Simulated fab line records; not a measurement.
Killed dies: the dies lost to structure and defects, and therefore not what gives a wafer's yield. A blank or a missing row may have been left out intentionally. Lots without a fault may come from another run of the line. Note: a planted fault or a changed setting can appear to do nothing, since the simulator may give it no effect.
A lot that was struck, set against a sound lot / flow n5 finfet / 23 steps out of a route of 1938
Sound: these wafers, L878.3, L878.4, L878.6. Wafers L882.2, L882.3, L882.6 were the ones struck. The cause comes at the end.
At each step with rows: each side's tool, then ch and its chambers, then its first start. Under that, the readings that differ: sound wafers / struck wafers / difference of the means / sigmas: that difference in standard deviations of wafers without a fault.
alike: words and numbers the same on both sides, and readings whose means are apart by under 2 such deviations; not compared: readings that were withheld, readings missing a value for some wafer, numbers with overlapping values and no deviation given by the record, and bounds like >300 which may hide the same value.
The two part at a step that has a row with sigmas, a row that says differs or no value, or rows on one side only. Non-overlapping numbers with no deviation appear without sigmas and do not part them. Lack of a reading on every wafer of one side parts them only where that side has two or more wafers.

first, 8 steps without rows for these wafers: N5_BEOL_M8_ANNEAL_51 (time 90 s); N5_BEOL_M8_CMP_52 (polishes, stops on SiCOH lowk, t overpolish 6.9 s, target thk 80 nm); N5_BEOL_M8_PRE_CLEAN_55 (time 15 s); N5_BEOL_M8_DEP_56 (deposits SiCN from 3MS/NH3, target thk 10 nm, time 17.5 s); N5_BEOL_M9_ILD_DEP_00 (deposits SiCOH lowk from DEMS/porogen, target thk 308.51 nm, time 58 s); N5_BEOL_M9_CURE_71 (cures SiCOH lowk, time 240 s); N5_BEOL_M9_PECVD_70 (deposits SiO2 from TEOS/O2, target thk 20 nm, time 22.7 s); N5_BEOL_M9_HM_DEP_02 (deposits TiN, target thk 20 nm).
N5_BEOL_M9_COAT_59: time 60 s, resist thk 100 nm.
  sound on litho track-03 ch 0, day 13 12:44; struck on litho track-01 ch 0, day 14 08:05
reading=spin speed rpm (rpm); sound=1500.9 1499.5 1502.3; struck=1430.3 1430.5 1428.8; difference=-71.0; sigmas=-75
reading=model.SOC_of_BEOL_M9_COAT_59.thk nm (nm); sound=99.8 99.8 100.4; struck=102.4 102.4 102.2; difference=+2.3; sigmas=
  alike: plate temp C, resist line temp C
then, 9 steps without rows for these wafers: N5_BEOL_M9_COAT_60 (time 60 s, resist thk 30 nm); N5_BEOL_M9_COAT_05 (resist thk 90 nm); N5_BEOL_M9_EBR_07; N5_BEOL_M9_SOFTBAKE_06 (time 60 s); N5_BEOL_M9_EXPOSE_08 (exposes mask M9); N5_BEOL_M9_PEB_09 (peb time 60 s); N5_BEOL_M9_DEVELOP_10 (develop time 30 s); N5_BEOL_M9_DESCUM_16 (chemistry O2, time 7.9 s); N5_BEOL_M9_ETCH_61 (etches SiARC in CF4, target depth 39 nm, time 65 s).
N5_BEOL_M9_ETCH_62: etches SOC in N2/H2, target depth 110 nm, overetch 22 nm, time 165 s.
  sound on rie diel-05 ch 0,1, day 13 13:10; struck on rie diel-03 ch 0,1,3, day 14 08:38
reading=rf vpp V (V); sound=519.7 522.5 522.0; struck=528.0 524.8 525.9; difference=+4.8; sigmas=+2
reading=model.etch.depth nm (nm); sound=99.9 99.83 100.3; struck=102.5 102.3 102.1; difference=+2.3; sigmas=
  alike: drypump motor current A, h2 flow sccm, oes product au, showerhead plenum p Torr, throttle valve pct
  not compared: rf hours counter h
then, 2 steps without rows for these wafers: N5_BEOL_M9_STRIP_68 (strips in N2/H2); N5_BEOL_M9_STRIP_67 (strips in CF4).
N5_BEOL_M9_HM_OPEN_17: chemistry Cl2/BCl3, target TiN, target depth 20 nm, overetch 6 nm.
  sound on rie metal-02 ch 0,1, day 13 13:23; struck on rie metal-02 ch 0,1, day 14 08:49
reading=model.SOC_of_BEOL_M9_COAT_59.thk nm (nm); sound=91.8 92 92.4; struck=94.6 94.4 94.2; difference=+2.3; sigmas=
  alike: drypump motor current A, oes product au, throttle valve pct
  not compared: rf hours counter h
then, 1 step without rows for these wafers: N5_BEOL_M9_STRIP_19 (strips in O2).

WHERE THEY PART
First at N5_BEOL_M9_COAT_59; last, within this record, at N5_BEOL_M9_ETCH_62. Later steps at which nothing parts them and some readings are alike: N5_BEOL_M9_HM_OPEN_17.

WHY: what the simulator had put in
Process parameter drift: litho track-01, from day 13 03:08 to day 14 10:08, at N5_BEOL_M9_COAT_59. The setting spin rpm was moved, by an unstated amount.
